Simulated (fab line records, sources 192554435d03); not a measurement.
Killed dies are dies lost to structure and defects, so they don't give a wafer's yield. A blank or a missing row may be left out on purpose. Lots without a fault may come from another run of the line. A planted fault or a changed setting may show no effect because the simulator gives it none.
A struck lot beside a sound one | flow n5_finfet | 15 steps out of a route of 1938
Sound: wafers L750.1, L750.4, L750.5. Struck: wafer L758.6. (L758.5 of the same lot was not struck and is left out.) The cause comes at the end.
At each step with rows: each side's tool, then ch and its chambers, then its first start. Under that, the readings that differ: sound wafers | struck wafers | difference of the means | sigmas: that difference in standard deviations of wafers without a fault.
alike: readings whose means differ by less than 2 such deviations, and words and numbers that are the same on both sides. not compared: withheld readings, readings that some wafer has no value for, bounds like >300 that may hide the same value, and numbers for which the record gives no deviation and whose values overlap.
The two part at a step that has a row with sigmas, a row that says differs or no value, or rows on one side only. Numbers that don't overlap but have no deviation are shown without sigmas and don't part them. A reading that every wafer of one side lacks parts them only if that side has two wafers or more.

first, 1 step without rows for these wafers: N5_SD_EPI_N_STRIP_47 (strips in CHF3/O2).
N5_SD_EPI_N_SD_RECESS_17: chemistry HBr/Cl2/O2, target depth 41 nm, time 23.7 s, bt time 3 s.
  sound on rie_si-04 ch 0,1,3, day 4 19:06; struck on rie_si-04 ch 1, day 6 20:39
  alike: drypump_motor_current_A, oes_o_777_au, oes_product_au, throttle_valve_pct
  not compared: rf_hours_counter_h
N5_SD_EPI_N_STRIP_38: strips in N2/H2.
  sound on plasma_asher-02 ch 0,1, day 4 19:11; struck on plasma_asher-02 ch 1, day 6 20:45
  alike: drypump_motor_current_A, heater_power_w, n2_flow_sccm, oes_product_au, temp_c
  not compared: rf_hours_counter_h
then, 4 steps without rows for these wafers: N5_SD_EPI_N_WET_ETCH_43 (etches SiO2 in dHF, time 14 s, target depth 1.5 nm); N5_SD_EPI_N_STRIP_18 (strips in SPM, time 750 s); N5_SD_EPI_N_SRD_20 (time 30 s); N5_SD_EPI_N_PRECLEAN_48 (cleans in NF3:NH3, afs cycles 2, time 20 s, sublimation time 60 s).
N5_SD_EPI_N_VAPOR_ETCH_50: etches Si in HCl, time 54 s.
  sound on epi_rpcvd-02 ch 0, day 4 20:02; struck on epi_rpcvd-04 ch 0, day 6 21:42
  alike: throttle_valve_pct
then, 1 step without rows for these wafers: N5_SD_EPI_N_EPI_21 (deposits Si:P, time 690 s).
N5_SD_EPI_N_EPI_MEAS_23:
  sound on film_metro-01, day 4 21:59; struck on film_metro-01, day 7 00:04
  alike: thk_nm
then, 2 steps without rows for these wafers: N5_SD_EPI_N_PRECLEAN_24 (cleans in O3/DIW, time 60 s); N5_SD_EPI_N_SRD_25 (time 30 s).
N5_SD_EPI_N_PRECLEAN_49: cleans in NF3:NH3, afs cycles 1, time 20 s, sublimation time 60 s.
  sound on remote_plasma-02 ch 1, day 4 22:05; struck on remote_plasma-02 ch 0, day 7 00:17
  reading    | sound    | struck | difference | sigmas
  time_s (s) | 20 20 20 | 26.352 | +6.352     |
  alike: temp_c
N5_SD_EPI_N_LINER_46: material SiNx, target thk 3 nm.
  sound on ald_sin-02 ch 0,1,3, day 4 22:17; struck on ald_sin-04 ch 2, day 7 00:28
  alike: heater_power_w
then, 1 step without rows for these wafers: N5_PASSIVATION_PROBE_49.

WHERE THEY PART
Nowhere in this record.

WHY: what the simulator had put in
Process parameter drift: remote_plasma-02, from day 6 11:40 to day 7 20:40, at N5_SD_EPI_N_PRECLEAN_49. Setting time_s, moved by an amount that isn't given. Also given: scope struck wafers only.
